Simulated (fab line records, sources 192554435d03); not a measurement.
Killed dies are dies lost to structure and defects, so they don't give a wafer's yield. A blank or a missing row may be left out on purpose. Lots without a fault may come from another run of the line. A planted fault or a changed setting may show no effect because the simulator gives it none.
Problem report in the 8D (eight disciplines) form, filled by code | flow n5_finfet | the parts of the form that need people (team, actions taken, sign-off) are left out

1. THE PROBLEM
raw_defect_count at N5_SD_EPI_P_INSPECT_26 reads a mean of 1292 on 6 wafers of 2 lots; wafers without a fault read 170 with a standard deviation of 32. That is +35 standard deviations from the usual mean.
The step: inspects for defects (darkfield).
First seen on wafer L266.1, day 6 02:27, on defect_inspect-01. The record holds 27 wafers of 9 lots with a number at this step. Rule for "out", or "out of limits": more than 4 standard deviations from the usual mean. The other wafers with a number count as sound.

2. WHAT IT IS AND WHAT IT IS NOT
question                    | is                     | is not
which readings at this step | raw_defect_count       | -
which lots                  | L266, L268             | L256, L257, L261, L265, L274, L278, L279
which wafers of those lots  | all that have a number | -
read on which gauges        | defect_inspect-01      | defect_inspect-02
when                        | from day 6 02:27       | up to then (12 sound wafers); but 9 sound wafers of L274, L278, L279 came after

3. SUSPECTS, AND WHAT RULES EACH OUT
Counting: a tool at a process step up to the reading stays a suspect if it ran every lot that is out and no sound lot after the first of them.
- the gauge at N5_SD_EPI_P_INSPECT_26: ruled out. All the wafers that are out were read on defect_inspect-01, but those of them that N5_PASSIVATION_PROBE_49 has rows for are out there too, on other tools.
- epi_rpcvd-03 at N5_SD_EPI_P_PRECLEAN_51 (cleans in NF3:NH3, afs cycles 1, time 20 s, sublimation time 60 s): ruled out as a lasting fault. Sound lots L278 ran on it after its first lot that is out, L266 (day 5 21:45).
Left after counting: nothing in the record.

4. THE CAUSE (what the simulator had put in)
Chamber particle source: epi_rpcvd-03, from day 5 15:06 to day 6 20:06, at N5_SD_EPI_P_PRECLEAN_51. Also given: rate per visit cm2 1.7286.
Counting ruled it out, wrongly: the rule takes a fault to strike every lot that its tool runs from its start on, and this one did not.

5. THE CHAIN OF EFFECTS, in route order
Each row: a reading whose mean over the struck wafers that have a number lies more than 3 standard deviations from the usual. Only readings for which the record gives a usual standard deviation are gone through. hours: the time from each lot's start at the first step in this table that gives one to its start at this step, as a median over the lots. sigmas: the change in usual standard deviations.
hours | step                    | reading              | usual  | on struck wafers | change | sigmas
0     | N5_SD_EPI_P_INSPECT_26  | raw_defect_count     | 170    | 1292             | +1122  | +35
204   | N5_PASSIVATION_PROBE_49 | defect_limited_yield | 91.5 % | 82.2             | -9.3   | -6.6
204   | N5_PASSIVATION_PROBE_49 | killed_at_front_end  | 38     | 147              | +109   | +9.1
204   | N5_PASSIVATION_PROBE_49 | killed_dies          | 100    | 210              | +110   | +6.9
204   | N5_PASSIVATION_PROBE_49 | killed_on_rim        | 13     | 32               | +18    | +4.6
204   | N5_PASSIVATION_PROBE_49 | sort_bin_5_function  | 5.0 %  | 10.1             | +5.1   | +5.3
204   | N5_PASSIVATION_PROBE_49 | sort_n_pass          | 1080   | 970              | -110   | -6.9
204   | N5_PASSIVATION_PROBE_49 | sort_yield_pct       | 91.5 % | 82.2             | -9.3   | -6.6
The process steps in it:
- N5_PASSIVATION_PROBE_49
Later measuring or inspecting steps at which every struck wafer that the step has a row for has a number for every such reading, and none has moved that far: N5_BEOL_M4_RC_MEAS_101.

6. WHAT WOULD HAVE CAUGHT IT SOONER
In this record the first reading out of limits at a measuring or inspecting step was taken at day 6 02:27, 11 hours after the fault began at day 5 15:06.
